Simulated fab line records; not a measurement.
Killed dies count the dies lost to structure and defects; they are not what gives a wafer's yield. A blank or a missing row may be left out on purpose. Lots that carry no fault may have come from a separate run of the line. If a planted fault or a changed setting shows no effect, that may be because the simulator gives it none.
A lot that was struck, set against a sound lot    flow n5_finfet    16 out of 1938 route steps
Sound: wafers L170.4, L170.5, L170.6. Wafers struck: L162.2, L162.6. At the end, the cause is stated.
Order at every step that has rows: each side's tool, ch and its chambers, its first start. Under that, the readings that differ: sound wafers    struck wafers    difference of the means    sigmas: that difference in standard deviations of wafers without a fault.
alike: readings with means less than 2 such deviations apart, plus words and numbers identical on both sides. not compared: withheld readings, readings lacking a value on some wafer, bounds such as >300 that could conceal the same value, and numbers that have no deviation in the record and whose values overlap.
The two part at a step that has a row with sigmas, a row that says differs or no value, or rows on one side only. Numbers that have no deviation but don't overlap get no sigmas and don't part them. Lack of a reading on every wafer of one side parts them only where that side has two or more wafers.

first, 4 steps without rows for these wafers: N5_BEOL_M11_HM_STRIP_39 (strips TiN in peroxide tin strip, target depth 25 nm, time 158 s); N5_BEOL_M11_SRD_40 (time 30 s); N5_BEOL_M11_PRECLEAN_42 (cleans in residue remover, time 60 s); N5_BEOL_M11_SRD_43 (time 30 s).
N5_BEOL_M11_CD_MEAS_35: target cd 70 nm.
  sound: cd_sem-03 at day 18 08:47; struck: cd_sem-03 at day 15 15:05
  alike: cd_nm
N5_BEOL_M11_CURE_72: cures SiCOH lowk, time 120 s.
  sound on uv_cure-02 ch 0, day 18 09:20; struck on uv_cure-02 ch 2, day 15 17:29
  alike: lamp_power_pct, wafer_temp_C_max
N5_BEOL_M11_DEGAS_44: time 60 s.
  sound: pvd_sputter-01 at day 18 09:35; struck: pvd_sputter-02 at day 15 17:46
  alike: heater_power_w
N5_BEOL_M11_PRE_CLEAN_45: time 30 s.
  sound: pvd_sputter-01 at day 18 09:37; struck: pvd_sputter-02 at day 15 17:48
  alike: heater_power_w
N5_BEOL_M11_ALD_74: deposits TaN, target thk 2 nm, pulse time 2 s, purge time 3 s.
  sound on ald_metal-03 ch 1,2,3, day 18 09:47; struck on ald_metal-04 ch 0, day 15 17:52
reading                               sound                struck       difference  sigmas
precursor_vessel_carrier_sccm (sccm)  1000.6 999.4 1001.1  992.4 994.8  -6.8        -2
  alike: heater_power_w
N5_BEOL_M11_SURFACE_TREAT_76:
  sound: pvd_sputter-01 at day 18 10:06; struck: pvd_sputter-02 at day 15 18:10
  not compared: throttle_valve_pct
then, 2 steps without rows for these wafers: N5_BEOL_M11_CVD_75 (deposits Co from CCTBA/H2, target thk 2 nm, time 138.9 s); N5_BEOL_M11_SPUTTER_48 (material Cu, target thk 12 nm, time 2 s).
N5_BEOL_M11_ECD_50: material Cu, target thk 318 nm.
  sound on ecd_cu-01 ch 0,1, day 18 10:39; struck on ecd_cu-01 ch 0,1, day 15 18:29
reading                                  sound            struck       difference  sigmas
model.Cu_of_BEOL_M11_ECD_50.thk_nm (nm)  318 324.4 318.2  191.2 191.4  -128.9      
then, 1 step without rows for these wafers: N5_BEOL_M11_ANNEAL_51 (time 90 s).
N5_BEOL_M11_CMP_52: polishes, stops on SiCOH lowk, t overpolish 7 s, target thk 140 nm.
  sound on cmp-02 ch 0,2,3, day 18 11:08; struck on cmp-03 ch 2, day 15 19:19
reading                 sound           struck     difference  sigmas
time_to_endpoint_s (s)  67.9 68.4 66.8  40.0 39.3  -28.1       -10
  alike: head_pressure_psi, motor_current_A, retaining_ring_pressure_frac
  not compared: pad_life_wafers
N5_BEOL_M11_THK_MEAS_53: measures by xrf.
  sound: film_metro-02 at day 18 11:20; struck: film_metro-01 at day 15 19:35
  alike: M11_THK

## WHERE THEY PART
Last at N5_BEOL_M11_CMP_52 as far as this record goes, first at N5_BEOL_M11_ALD_74. Later steps at which nothing parts them and some readings are alike: N5_BEOL_M11_THK_MEAS_53.

WHY: whatever the simulator had introduced
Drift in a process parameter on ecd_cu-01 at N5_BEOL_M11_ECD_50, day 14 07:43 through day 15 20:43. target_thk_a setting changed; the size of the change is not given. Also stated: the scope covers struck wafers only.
